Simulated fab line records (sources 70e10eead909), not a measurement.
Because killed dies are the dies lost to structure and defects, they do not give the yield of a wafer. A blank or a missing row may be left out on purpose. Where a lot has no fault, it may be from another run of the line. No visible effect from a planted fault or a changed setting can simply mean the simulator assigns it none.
fab line records ; flow nand-harc
record lots=5; wafers=15; last-day=33
route steps=1302 shown P_CONTACT@217 END@1302
lots untouched by any fault: they come from a run of this same line in which no faults occurred
start-h: start of the lot's first displayed wafer, in hours after the record's first day ; wait-h: time in hours since the lot's previous step ; " identical to the entry in the row above ; L1.1+2: a row that stands for several wafers ; - no value present, or no start provided ; * or withheld: withheld ; < > ~ a bound
route shown NAME@n: names a module that has steps shown in the file, with the first one's number in the route ; usual: mean/standard deviation taken from wafers without a fault ; same: alike in all rows ; chamber/n: place in a boat ; sites: each site's reading ; _std_site: the standard deviation of these ; _edge_site: inner sites' mean taken away from outer sites' mean ; radius-mm: for every site, how far away it sits from the centre of the wafer ; mask NAME#n: copy n ; behind: the most recent tool/chamber to have shaped the wafer ; hold: what put the lot on hold/how long, in hours/how the hold closed ; device: the transistor (n, p or np) that didn't switch ; end of line: tests run on the same wafers once the route is complete ; where a step has no rows: the recipe by itself ; killed: dies that structure and defects cost at the first sort, which is not the same as the wafer's yield ; map: dies across one wafer; x = killed, . = not, _ = none there
set.NAME: the setting that was run; set.NAME@STEP: the one run at that earlier step ; model.NAME: the simulator's own value behind a step, which no gauge read
lots at selected steps of the route; one table per step, one row per wafer
services: the hour from which a tool's chamber was out of use, counted from the record's first day as start-h (under 0 if before that day), plus the number of hours and why
## steps
# step NHARC_P_CONTACT_DEP_30
# recipe target-thk-a=300; temp-c=400; target-thk-nm=30; flow-sccm=200; rf-w=450; material=SiNx
# step NHARC_P_CONTACT_DEP_00
# recipe target-thk-a=5000; temp-c=400; pressure-torr=6.5; rf-w=900; teos-flow-sccm=161.4; flow-sccm=2650; target-thk-nm=500; gas=O2; material=SiO2
# usual chamber-pressure-Torr=6.501/0.015; heater-power-w=567/110; throttle-valve-pct=16.0/0.5
lot.wafer;tool;chamber;start-h;wait-h;chamber-pressure-Torr;heater-power-w;throttle-valve-pct
L305.1;pecvd-02;2;-;-;6.495;585;16.5
L305.5;pecvd-02;2;-;-;6.492;442;16.4
L305.4;pecvd-02;0;-;-;6.487;591;15.0
L308.1;pecvd-01;2;-;-;6.514;613;16.4
L308.6;pecvd-01;0;-;-;6.483;646;15.3
L308.4;pecvd-01;1;-;-;6.501;493;15.8
L314.3;pecvd-03;2;-;-;6.482;394;16.2
L314.2;pecvd-03;0;-;-;6.505;493;15.7
L314.5;pecvd-03;0;-;-;6.486;519;15.7
L316.2;pecvd-03;2;-;-;6.487;352;16.4
L316.3;pecvd-03;0;-;-;6.514;574;15.5
L316.6;pecvd-03;0;-;-;6.525;437;15.3
L323.2;pecvd-03;2;-;-;6.496;434;16.6
L323.6;pecvd-03;2;-;-;6.513;437;16.7
L323.4;pecvd-03;0;-;-;6.508;548;16.0
# step NHARC_P_CONTACT_CMP_01
# recipe target-thk-nm=200; material=SiO2
# step NHARC_P_CONTACT_SRD_03
# step NHARC_P_CONTACT_DEHYDRATE_04
# recipe temp-c=150; time-s=120
# step NHARC_P_CONTACT_HMDS_05
# recipe time-s=30
# step NHARC_P_CONTACT_COAT_33
# recipe temp-c=260; time-s=75
# step NHARC_P_CONTACT_COAT_34
# recipe temp-c=225; time-s=65
# step NHARC_P_CONTACT_COAT_06
# recipe spin-rpm=1500; resist-thk-nm=90
# step NHARC_P_CONTACT_SOFTBAKE_07
# recipe temp-c=105; time-s=55
# step NHARC_P_CONTACT_EBR_08
# step NHARC_P_CONTACT_EXPOSE_09
# recipe na=1.35; target-cd-nm=90; dose-mj=81.26; mask-id=P_CA
# usual focus-offset-nm=0.0/0.55
lot.wafer;tool;chamber;start-h;wait-h;mask;focus-offset-nm
L305.1;arfi-scanner-02;0;154.30;-;P_CA#0;0.4
L305.4;arfi-scanner-02;0;154.30;-;P_CA#0;-0.2
L305.5;arfi-scanner-02;0;154.30;-;P_CA#0;-0.2
L308.1;arfi-scanner-01;0;187.18;-;P_CA#0;0.2
L308.4;arfi-scanner-01;0;187.18;-;P_CA#0;-0.2
L308.6;arfi-scanner-01;0;187.18;-;P_CA#0;-0.2
L314.2;arfi-scanner-01;0;259.28;-;P_CA_R1#0;-0.2
L314.3;arfi-scanner-01;0;259.28;-;P_CA_R1#0;-1.0
L314.5;arfi-scanner-01;0;259.28;-;P_CA_R1#0;0.5
L316.2;arfi-scanner-01;0;273.18;-;P_CA#0;0.2
L316.3;arfi-scanner-01;0;273.18;-;P_CA#0;-0.3
L316.6;arfi-scanner-01;0;273.18;-;P_CA#0;0.3
L323.2;arfi-scanner-03;0;334.95;-;P_CA#0;0.2
L323.4;arfi-scanner-03;0;334.95;-;P_CA#0;-0.2
L323.6;arfi-scanner-03;0;334.95;-;P_CA#0;-0.2
# step NHARC_P_CONTACT_PEB_10
# recipe peb-temp-c=100; peb-time-s=65
# step NHARC_P_CONTACT_DEVELOP_11
# recipe develop-time-s=35; dev-temp-c=23
# step NHARC_P_CONTACT_CD_MEAS_12
# recipe target-cd-nm=90; landing-energy-ev=500
# usual cd-nm=90.3/0.63
lot.wafer;tool;chamber;start-h;wait-h;cd-nm
L305.1;cd-sem-02;0;154.44;-;89.6
L305.4;cd-sem-02;0;154.44;-;90.4
L305.5;cd-sem-02;0;154.44;-;89.8
L308.1;cd-sem-01;0;187.32;-;90.1
L308.4;cd-sem-01;0;187.32;-;91.0
L308.6;cd-sem-01;0;187.32;-;90.8
L314.2;cd-sem-03;0;259.42;-;85.0
L314.3;cd-sem-03;0;259.42;-;83.6
L314.5;cd-sem-03;0;259.42;-;84.1
L316.2;cd-sem-01;0;273.32;-;90.1
L316.3;cd-sem-01;0;273.32;-;90.7
L316.6;cd-sem-01;0;273.32;-;90.2
L323.2;cd-sem-01;0;335.09;-;90.2
L323.4;cd-sem-01;0;335.09;-;90.4
L323.6;cd-sem-01;0;335.09;-;89.9
# step NHARC_P_CONTACT_OVL_MEAS_13
# usual overlay-x-nm=0.0/0.74; overlay-y-nm=-0.1/0.95
lot.wafer;tool;chamber;start-h;wait-h;overlay-x-nm;overlay-y-nm
L305.1;overlay-01;-;154.53;-;-0.3;0.3
L305.4;overlay-01;-;154.53;-;-1.0;0.6
L305.5;overlay-01;-;154.53;-;-0.4;0.4
L308.1;overlay-02;-;187.41;-;0.7;-0.1
L308.4;overlay-02;-;187.41;-;0.5;-0.6
L308.6;overlay-02;-;187.41;-;0.2;-0.8
L314.2;overlay-01;-;259.50;-;-0.4;0.2
L314.3;overlay-01;-;259.50;-;0.1;0.2
L314.5;overlay-01;-;259.50;-;0.0;0.3
L316.2;overlay-01;-;273.41;-;0.4;0.5
L316.3;overlay-01;-;273.41;-;0.6;-0.2
L316.6;overlay-01;-;273.41;-;0.3;0.7
L323.2;overlay-01;-;335.17;-;0.2;0.3
L323.4;overlay-01;-;335.17;-;0.3;1.4
L323.6;overlay-01;-;335.17;-;0.2;1.0
# step NHARC_P_CONTACT_INSPECT_14
# usual raw-defect-count=3.9/2.1
lot.wafer;tool;chamber;start-h;wait-h;raw-defect-count
L305.1;defect-inspect-01;-;154.56;0.0;3
L305.4;defect-inspect-01;-;154.56;0.0;1
L305.5;defect-inspect-01;-;154.56;0.0;5
L308.1;defect-inspect-01;-;187.45;0.0;4
L308.4;defect-inspect-01;-;187.45;0.0;6
L308.6;defect-inspect-01;-;187.45;0.0;5
L314.2;defect-inspect-02;-;259.54;0.0;4
L314.3;defect-inspect-02;-;259.54;0.0;7
L314.5;defect-inspect-02;-;259.54;0.0;4
L316.2;defect-inspect-01;-;273.44;0.0;6
L316.3;defect-inspect-01;-;273.44;0.0;4
L316.6;defect-inspect-01;-;273.44;0.0;7
L323.2;defect-inspect-01;-;335.21;0.0;3
L323.4;defect-inspect-01;-;335.21;0.0;3
L323.6;defect-inspect-01;-;335.21;0.0;4
# step NHARC_P_CONTACT_DESCUM_17
# recipe time-s=3; o2-flow-sccm=200; ar-flow-sccm=0; bias-power-w=0; chemistry=O2
# usual drypump-motor-current-A=5.8/0.49; o2-flow-sccm=199.9/0.56; oes-product-au=0.998/0.011; rf-vpp-V=58.1/0.89; showerhead-plenum-p-Torr=1.98/0.064; throttle-valve-pct=11.312/0.009
lot.wafer;tool;chamber;start-h;wait-h;drypump-motor-current-A;o2-flow-sccm;oes-product-au;rf-hours-counter-h;rf-vpp-V;showerhead-plenum-p-Torr;throttle-valve-pct;model.P_CONTACT.cd-nm
L305.1;rie-diel-10;3;154.63;0.1;5.9;200.4;0.984;1.7;57.8;2.00;11.305;89.15
L305.4;rie-diel-10;1;154.63;0.1;5.9;200.0;1.006;1.7;59.5;1.92;11.330;90.41
L305.5;rie-diel-10;2;154.63;0.1;5.7;199.5;0.999;-;57.5;2.06;11.320;89.47
L308.1;rie-diel-03;3;187.51;0.1;6.0;199.8;1.002;4.3;58.2;2.00;11.334;89.25
L308.4;rie-diel-03;1;187.51;0.1;5.8;200.2;1.008;4.0;58.2;2.03;11.312;90.71
L308.6;rie-diel-03;0;187.51;0.1;5.0;200.1;0.999;-;58.9;2.05;11.315;90.6
L314.2;rie-diel-10;3;259.61;0.1;5.9;199.9;0.973;0.1;58.2;2.00;11.294;84.7
L314.3;rie-diel-10;1;259.61;0.1;5.9;200.9;0.988;0.1;58.0;1.92;11.304;83.76
L314.5;rie-diel-10;3;259.61;0.1;6.0;199.4;0.980;-;56.7;2.00;11.326;84.01
L316.2;rie-diel-03;2;273.50;0.1;5.3;200.4;1.008;8.3;56.8;1.81;11.307;89.57
L316.3;rie-diel-03;1;273.50;0.1;5.8;198.9;1.009;7.7;59.6;2.03;11.322;89.79
L316.6;rie-diel-03;3;273.50;0.1;6.0;200.0;0.993;-;58.3;2.00;11.309;88.78
L323.2;rie-diel-10;2;335.27;0.1;5.8;199.3;0.981;2.0;58.9;2.06;11.317;90.12
L323.4;rie-diel-10;0;335.27;0.1;6.0;199.8;0.982;1.6;58.9;2.02;11.320;90.28
L323.6;rie-diel-10;3;335.27;0.1;6.0;200.3;0.988;-;59.8;2.00;11.297;89.49
# step NHARC_P_CONTACT_ETCH_35
# recipe target-depth-a=390; over-etch-frac=0.3; time-s=65; ion-energy-ev=80; cf4-flow-sccm=150; ar-flow-sccm=0; rf-w=300; bias-w=100; chemistry=CF4
# usual drypump-motor-current-A=5.8/0.5; oes-product-au=0.997/0.01; rf-vpp-V=151.9/1; showerhead-plenum-p-Torr=1.82/0.055; throttle-valve-pct=13.284/0.0094
lot.wafer;tool;chamber;start-h;wait-h;drypump-motor-current-A;oes-product-au;rf-hours-counter-h;rf-vpp-V;showerhead-plenum-p-Torr;throttle-valve-pct
L305.4;rie-diel-10;3;154.72;0.1;6.0;0.977;1.7;152.3;1.84;13.301
L305.1;rie-diel-10;0;154.72;0.1;6.0;0.979;1.7;152.1;1.86;13.304
L305.5;rie-diel-10;3;154.72;0.1;6.0;0.985;-;151.6;1.84;13.286
L308.1;rie-diel-03;0;187.59;0.1;5.0;1.008;4.5;152.8;1.89;13.288
L308.4;rie-diel-03;1;187.59;0.1;5.9;1.000;4.0;154.0;1.87;13.279
L308.6;rie-diel-03;0;187.59;0.1;5.0;1.002;-;152.3;1.89;13.290
L314.2;rie-diel-10;2;259.69;0.1;5.8;0.998;0.1;152.3;1.90;13.282
L314.3;rie-diel-10;0;259.69;0.1;6.0;0.997;0.1;150.8;1.86;13.280
L314.5;rie-diel-10;1;259.69;0.1;6.0;0.994;-;151.9;1.78;13.274
L316.2;rie-diel-03;0;273.59;0.1;5.0;1.006;8.3;153.2;1.88;13.273
L316.3;rie-diel-03;2;273.59;0.1;5.4;1.007;8.3;151.8;1.68;13.285
L316.6;rie-diel-03;3;273.59;0.1;5.9;1.003;-;153.5;1.84;13.282
L323.4;rie-diel-10;3;335.36;0.1;6.0;0.985;1.7;151.6;1.84;13.284
L323.2;rie-diel-10;1;335.36;0.1;5.9;1.000;2.1;150.7;1.78;13.283
L323.6;rie-diel-10;2;335.36;0.1;5.8;0.993;-;153.2;1.90;13.282
# step NHARC_P_CONTACT_ETCH_36
# recipe target-depth-a=2600; over-etch-frac=0.25; time-s=406.25; ion-energy-ev=200; n2-flow-sccm=150; h2-flow-sccm=150; ar-flow-sccm=0; rf-w=400; bias-w=150; chemistry=N2/H2
# usual drypump-motor-current-A=5.8/0.49; oes-product-au=0.997/0.0091; rf-vpp-V=432.2/2.1; showerhead-plenum-p-Torr=2.11/0.07; throttle-valve-pct=14.173/0.0096
lot.wafer;tool;chamber;start-h;wait-h;drypump-motor-current-A;oes-product-au;rf-hours-counter-h;rf-vpp-V;showerhead-plenum-p-Torr;throttle-valve-pct
L305.1;rie-diel-10;1;-;-;6.0;0.995;1.7;430.6;2.05;14.174
L305.4;rie-diel-10;0;-;-;6.0;0.989;1.8;434.2;2.16;14.181
L305.5;rie-diel-10;1;-;-;6.0;0.980;-;429.3;2.05;14.176
L308.1;rie-diel-03;3;-;-;6.0;0.989;4.4;432.5;2.14;14.171
L308.4;rie-diel-03;1;-;-;5.8;0.993;4.1;434.7;2.17;14.180
L308.6;rie-diel-03;2;-;-;5.3;1.007;-;427.3;1.93;14.167
L314.3;rie-diel-10;1;-;-;6.0;0.989;0.2;431.5;2.05;14.164
L314.2;rie-diel-10;2;-;-;5.8;0.987;0.2;436.4;2.20;14.146
L314.5;rie-diel-10;1;-;-;5.9;1.000;-;430.5;2.05;14.170
L316.2;rie-diel-03;2;-;-;5.4;1.000;8.4;426.5;1.93;14.172
L316.3;rie-diel-03;3;-;-;5.9;0.998;8.3;433.7;2.14;14.170
L316.6;rie-diel-03;2;-;-;5.4;1.001;-;427.8;1.93;14.166
L323.2;rie-diel-10;2;-;-;5.8;0.988;2.1;434.3;2.20;14.208
L323.4;rie-diel-10;1;-;-;6.0;1.003;2.2;431.9;2.05;14.181
L323.6;rie-diel-10;3;-;-;6.0;0.987;-;433.3;2.13;14.170
# step NHARC_P_CONTACT_ETCH_18
# recipe target-depth-a=4810; time-s=240.5; c4f8-flow-sccm=20; o2-flow-sccm=10; ar-flow-sccm=withheld; rf-w=600; bias-w=1500; chemistry=C4F8/O2/Ar
# usual oes-product-au=0.954/0.02; rf-vpp-V=982/4.5
lot.wafer;tool;chamber;start-h;wait-h;oes-product-au;rf-hours-counter-h;rf-vpp-V
L305.1;rie-diel-10;0;-;-;0.958;1.9;986
L305.4;rie-diel-10;1;-;-;0.967;1.9;979
L305.5;rie-diel-10;3;-;-;0.946;-;982
L308.4;rie-diel-03;3;-;-;0.907;4.6;985
L308.1;rie-diel-03;0;-;-;0.928;4.7;986
L308.6;rie-diel-03;3;-;-;0.913;-;985
L314.3;rie-diel-10;2;-;-;0.957;0.4;987
L314.2;rie-diel-10;0;-;-;0.968;0.3;985
L314.5;rie-diel-10;1;-;-;0.965;-;978
L316.3;rie-diel-03;3;-;-;0.948;8.5;983
L316.2;rie-diel-03;0;-;-;0.974;8.5;986
L316.6;rie-diel-03;2;-;-;0.979;-;972
L323.4;rie-diel-10;2;-;-;0.933;2.3;988
L323.2;rie-diel-10;3;-;-;0.933;2.0;985
L323.6;rie-diel-10;2;-;-;0.935;-;988
# step NHARC_P_CONTACT_STRIP_37
# recipe c4f8-flow-sccm=withheld; o2-flow-sccm=8; ar-flow-sccm=withheld; bias-w=0; chemistry=C4F8/O2/Ar
# step NHARC_P_CONTACT_ETCH_31
# recipe target-depth-a=300; time-s=85.7; ion-energy-ev=120; over-etch-frac=1; ch3f-flow-sccm=50; o2-flow-sccm=30; ar-flow-sccm=200; rf-w=500; bias-w=100; chemistry=CH3F/O2
# usual drypump-motor-current-A=5.8/0.51; o2-flow-sccm=30.00/0.1; oes-product-au=0.973/0.014; rf-vpp-V=245.3/1.3; showerhead-plenum-p-Torr=2.53/0.078; throttle-valve-pct=20.664/0.0088
lot.wafer;tool;chamber;start-h;wait-h;drypump-motor-current-A;o2-flow-sccm;oes-product-au;rf-hours-counter-h;rf-vpp-V;showerhead-plenum-p-Torr;throttle-valve-pct;model.P_CONTACT.cd-nm
L305.4;rie-diel-10;1;-;-;5.9;30.01;0.977;2.0;243.7;2.47;20.660;90.78
L305.1;rie-diel-10;3;-;-;6.0;30.06;0.970;2.0;245.9;2.56;20.654;90.56
L305.5;rie-diel-10;1;-;-;5.9;29.89;0.978;-;244.6;2.47;20.675;89.93
L308.1;rie-diel-03;0;-;-;5.0;30.04;0.945;4.7;246.7;2.63;20.658;87.45
L308.4;rie-diel-03;1;-;-;5.9;30.04;0.944;4.2;247.7;2.60;20.672;92.1
L308.6;rie-diel-03;0;-;-;5.0;30.07;0.944;-;245.7;2.63;20.659;89.77
L314.3;rie-diel-10;0;-;-;6.0;30.21;0.977;0.3;246.1;2.59;20.674;81.08
L314.2;rie-diel-10;1;-;-;6.0;30.04;0.970;0.5;243.6;2.47;20.669;83.44
L314.5;rie-diel-10;3;-;-;6.0;29.78;0.959;-;247.1;2.56;20.662;83.11
L316.3;rie-diel-03;3;-;-;6.0;30.04;0.977;8.6;245.5;2.57;20.667;86.67
L316.2;rie-diel-03;2;-;-;5.4;29.93;0.985;8.7;242.8;2.33;20.664;88.33
L316.6;rie-diel-03;3;-;-;6.0;29.96;0.978;-;245.6;2.57;20.683;88.15
L323.4;rie-diel-10;0;-;-;6.0;29.92;0.973;1.9;246.3;2.59;20.676;88.79
L323.2;rie-diel-10;1;-;-;5.9;29.95;0.970;2.3;244.3;2.47;20.652;88.44
L323.6;rie-diel-10;1;-;-;6.0;30.08;0.973;-;246.7;2.47;20.663;87.35
# step NHARC_P_CONTACT_CD_MEAS_19
# usual cd-nm=89.3/1.6
lot.wafer;tool;chamber;start-h;wait-h;cd-nm
L305.1;cd-sem-02;-;155.50;-;90.5
L305.4;cd-sem-02;-;155.50;-;90.9
L305.5;cd-sem-02;-;155.50;-;90.1
L308.1;cd-sem-02;-;188.38;-;87.5
L308.4;cd-sem-02;-;188.38;-;92.6
L308.6;cd-sem-02;-;188.38;-;89.6
L314.2;cd-sem-03;-;260.51;-;83.0
L314.3;cd-sem-03;-;260.51;-;81.2
L314.5;cd-sem-03;-;260.51;-;83.3
L316.2;cd-sem-03;-;274.37;-;88.6
L316.3;cd-sem-03;-;274.37;-;86.5
L316.6;cd-sem-03;-;274.37;-;88.1
L323.2;cd-sem-03;-;336.14;-;88.7
L323.4;cd-sem-03;-;336.14;-;88.6
L323.6;cd-sem-03;-;336.14;-;87.5
# step NHARC_P_CONTACT_STRIP_28
# recipe o2-flow-sccm=500; ar-flow-sccm=0; bias-w=0; chemistry=O2
# usual drypump-motor-current-A=5.8/0.43; o2-flow-sccm=500.0/1.4; oes-product-au=0.998/0.0096; rf-vpp-V=58.0/0.84; showerhead-plenum-p-Torr=3.64/0.12; throttle-valve-pct=17.037/0.0089
lot.wafer;tool;chamber;start-h;wait-h;drypump-motor-current-A;o2-flow-sccm;oes-product-au;rf-hours-counter-h;rf-vpp-V;showerhead-plenum-p-Torr;throttle-valve-pct
L305.1;rie-diel-08;1;155.59;0.1;6.5;498.1;1.010;3.6;58.6;3.58;17.040
L305.4;rie-diel-08;2;155.59;0.1;6.1;497.7;1.010;3.7;59.1;3.73;17.032
L305.5;rie-diel-08;0;155.59;0.1;6.1;499.9;1.013;-;58.5;3.63;17.023
L308.4;rie-diel-10;3;188.49;0.1;6.0;499.3;0.983;2.4;59.2;3.67;17.038
L308.1;rie-diel-10;0;188.49;0.1;6.0;499.8;1.005;2.4;57.7;3.71;17.035
L308.6;rie-diel-10;1;188.49;0.1;5.9;500.2;1.011;-;57.7;3.55;17.021
L314.3;rie-diel-03;3;260.58;0.1;5.9;503.0;0.995;7.9;57.8;3.68;17.027
L314.2;rie-diel-03;1;260.58;0.1;5.8;499.6;1.009;7.4;58.8;3.72;17.036
L314.5;rie-diel-03;3;260.58;0.1;5.9;501.8;0.997;-;57.8;3.68;17.045
L316.3;rie-diel-08;3;274.45;0.1;4.9;501.1;0.990;2.4;58.5;3.52;17.033
L316.2;rie-diel-08;2;274.45;0.1;6.0;499.5;1.002;2.0;57.7;3.73;17.046
L316.6;rie-diel-08;0;274.45;0.1;6.1;500.8;0.990;-;57.7;3.63;17.041
L323.4;rie-diel-08;2;336.21;0.1;6.1;501.9;1.017;4.3;58.1;3.73;17.036
L323.2;rie-diel-08;3;336.21;0.1;4.9;496.9;0.998;4.6;58.2;3.51;17.046
L323.6;rie-diel-08;2;336.21;0.1;6.0;497.4;1.012;-;59.5;3.73;17.046
# step NHARC_END_SORT_01
# recipe temp-c=25
# usual killed-at-array=55/22; killed-at-other=1.1/1.4; killed-at-periphery=4/3.2; killed-dies=59/22; killed-open=3.3/1.8; killed-short=2.5/1.5
# same gross-dies=677
lot.wafer;tool;chamber;start-h;wait-h;killed-at-array;killed-at-other;killed-at-periphery;killed-dies;killed-open;killed-short
L305.1;prober-02;0;600.07;2.5;17;1;1;19;2;1
L305.4;prober-02;0;602.48;3.4;18;1;0;19;2;3
L305.5;prober-02;0;603.28;3.7;24;1;1;26;3;1
L308.1;prober-02;0;638.11;2.5;24;0;1;25;4;1
L308.4;prober-02;0;640.53;3.4;21;0;4;25;2;0
L308.6;prober-02;0;642.15;4.0;33;1;5;39;3;3
L314.2;prober-01;0;705.82;2.8;61;0;5;66;8;1
L314.3;prober-01;0;706.62;3.1;46;0;12;58;0;3
L314.5;prober-01;0;708.23;3.7;60;0;3;63;2;2
L316.2;prober-02;0;713.60;2.8;76;0;7;83;2;4
L316.3;prober-02;0;714.39;3.1;75;1;1;77;0;1
L316.6;prober-02;0;716.79;4.0;56;0;6;62;1;1
# killed by level:class
L305.1 A_CHANNEL_HOLE_D2:chamber-film-flake=6 A_CHANNEL_HOLE_D1:chamber-film-flake=3 A_CONTACT:chamber-film-flake=3 A_DECK1_JOINT:chamber-film-flake=2 A_BONDPAD:chamber-film-flake=2 P_M0:geometric-particle:open=1 A_M0:geometric-particle:short=1 STARTING-WAFER:geometric-particle:open=1
L305.4 A_CONTACT:chamber-film-flake=3 A_CHANNEL_HOLE_D1:chamber-film-flake=2 A_STAIRCASE:chamber-film-flake=2 A_SLIT:chamber-film-flake=2 A_BONDPAD:chamber-film-flake=2 A_SOURCE_PLATE:geometric-particle:short=1 A_ONON_D2:geometric-particle:short=1 A_SGD_CUT:geometric-particle:open=1
L305.5 A_CHANNEL_HOLE_D2:chamber-film-flake=12 A_BONDPAD:chamber-film-flake=3 A_CHANNEL_HOLE_D1:chamber-film-flake=2 A_WL_FILL:chamber-film-flake=2 P_CONTACT:geometric-particle:open=1 A_CHANNEL_FILL_D1:geometric-particle:open=1 A_CHANNEL_HOLE_D2:geometric-particle:short=1 STARTING-WAFER:geometric-particle:open=1
L308.1 A_CHANNEL_HOLE_D2:chamber-film-flake=11 A_CHANNEL_HOLE_D1:chamber-film-flake=3 A_CONTACT:chamber-film-flake=3 A_STAIRCASE:chamber-film-flake=2 P_M0:geometric-particle:open=1 A_ONON_D1:geometric-particle:open=1 A_CHANNEL_HOLE_D1:geometric-particle:short=1 A_SGD_CUT:geometric-particle:open=1
L308.4 A_CHANNEL_HOLE_D2:chamber-film-flake=11 P_STI:chamber-film-flake=3 A_STAIRCASE:chamber-film-flake=3 A_SLIT:chamber-film-flake=2 A_DECK1_JOINT:geometric-particle:open=1 A_SGD_CUT:geometric-particle:open=1 P_M2:chamber-film-flake=1 A_CHANNEL_HOLE_D1:chamber-film-flake=1
L308.6 A_CHANNEL_HOLE_D2:chamber-film-flake=10 A_CHANNEL_HOLE_D1:chamber-film-flake=6 A_DECK1_JOINT:chamber-film-flake=5 A_STAIRCASE:chamber-film-flake=5 P_STI:chamber-film-flake=4 A_CHANNEL_HOLE_D1:geometric-particle:open=2 A_DECK1_JOINT:geometric-particle:short=2 A_ONON_D1:geometric-particle:short=1
L314.2 A_SLIT:chamber-film-flake=34 A_CHANNEL_HOLE_D1:chamber-film-flake=11 P_CONTACT:chamber-film-flake=3 A_STAIRCASE:chamber-film-flake=3 A_ONON_D1:geometric-particle:open=2 A_M1:geometric-particle:open=2 A_CHANNEL_FILL_D1:chamber-film-flake=2 A_M0:chamber-film-flake=2
L314.3 A_SLIT:chamber-film-flake=31 P_CONTACT:chamber-film-flake=7 A_CHANNEL_HOLE_D1:chamber-film-flake=7 P_GATE:chamber-film-flake=3 P_STI:chamber-film-flake=2 A_ZERO_WELL:chamber-film-flake=2 A_CHANNEL_FILL_D1:geometric-particle:short=1 A_SGD_CUT:geometric-particle:short=1
L314.5 A_SLIT:chamber-film-flake=35 A_CHANNEL_HOLE_D1:chamber-film-flake=8 A_CHANNEL_FILL_D1:chamber-film-flake=4 P_CONTACT:chamber-film-flake=3 A_STAIRCASE:chamber-film-flake=2 A_WL_FILL:chamber-film-flake=2 A_CONTACT:chamber-film-flake=2 A_M0:chamber-film-flake=2
L316.2 A_SLIT:chamber-film-flake=28 A_CHANNEL_HOLE_D2:chamber-film-flake=23 A_CHANNEL_HOLE_D1:chamber-film-flake=15 P_GATE:chamber-film-flake=4 A_CONTACT:chamber-film-flake=3 A_STAIRCASE:chamber-film-flake=2 P_GATE:geometric-particle:open=1 P_CONTACT:geometric-particle:short=1
L316.3 A_SLIT:chamber-film-flake=29 A_CHANNEL_HOLE_D2:chamber-film-flake=25 A_CHANNEL_HOLE_D1:chamber-film-flake=12 A_CONTACT:chamber-film-flake=5 A_CHANNEL_FILL_D1:chamber-film-flake=2 P_GATE:chamber-film-flake=1 STARTING-WAFER:geometric-particle:short=1 A_STAIRCASE:chamber-film-flake=1
L316.6 A_SLIT:chamber-film-flake=25 A_CHANNEL_HOLE_D2:chamber-film-flake=13 A_CHANNEL_HOLE_D1:chamber-film-flake=11 P_GATE:chamber-film-flake=5 A_CONTACT:chamber-film-flake=2 A_DECK1_JOINT:geometric-particle:open=1 A_CHANNEL_FILL_D2:geometric-particle:short=1 P_M0:chamber-film-flake=1
## services
tool;chamber;start-h;hours;kind
pecvd-01;-;130.25;13.0;pm
pecvd-02;-;137.59;1.7;repair
arfi-scanner-02;-;140.00;4.0;pm
rie-diel-03;1;142.97;4.0;repair
pecvd-03;-;165.31;0.4;repair
pecvd-01;2;168.92;3.8;repair
rie-diel-08;3;173.48;6.5;repair
pecvd-03;-;185.20;13.0;pm
arfi-scanner-03;-;188.07;0.7;repair
rie-diel-08;-;190.80;9.0;pm
arfi-scanner-02;-;191.25;2.6;repair
arfi-scanner-03;-;196.00;4.0;pm
arfi-scanner-02;-;203.09;1.8;repair
arfi-scanner-02;-;206.74;3.2;repair
pecvd-02;-;227.00;13.0;pm
arfi-scanner-01;-;230.33;0.2;repair
pecvd-03;2;233.96;4.2;repair
rie-diel-10;3;236.96;3.5;repair
rie-diel-10;-;242.50;9.0;pm
arfi-scanner-01;-;252.00;4.0;pm
rie-diel-08;2;261.13;2.6;repair
rie-diel-10;0;263.82;7.1;repair
rie-diel-03;-;281.30;9.0;pm
pecvd-03;1;317.16;3.3;repair
## key
first-sign step=NHARC_P_CONTACT_EXPOSE_09; reading=mask; direction=changed
effect step=NHARC_P_CONTACT_CD_MEAS_12; reading=cd-nm; direction=down; sigmas=9.6; usual=90.3; struck=84.3
effect step=NHARC_P_CONTACT_CD_MEAS_19; reading=cd-nm; direction=down; sigmas=4.2; usual=89.3; struck=82.5
model-effect step=NHARC_P_CONTACT_DESCUM_17; value=P_CONTACT.cd-nm; without=89.72; struck=84.16
model-effect step=NHARC_P_CONTACT_ETCH_31; value=P_CONTACT.cd-nm; without=88.11; struck=82.54
met-at NHARC_P_CONTACT_EXPOSE_09
struck-wafers L314.2,L314.3,L314.5
tester-left-out L314
onset-between 187.18 259.28
fault kind=wrong-mask; tool=any; chamber=-; onset-h=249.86; steps=NHARC_P_CONTACT_EXPOSE_09; aux-copy=P_CA_R1#0; cd-offset-nm=-5.5663; scope=struck-lots-only
# tester-left-out: of these lots the tester's yield and bins aren't shown, on N5 and GAA mostly nor the transistor test; their killed dies are dies lost to structure and defects alone, not to doping, threshold or leakage, so they don't give the yield
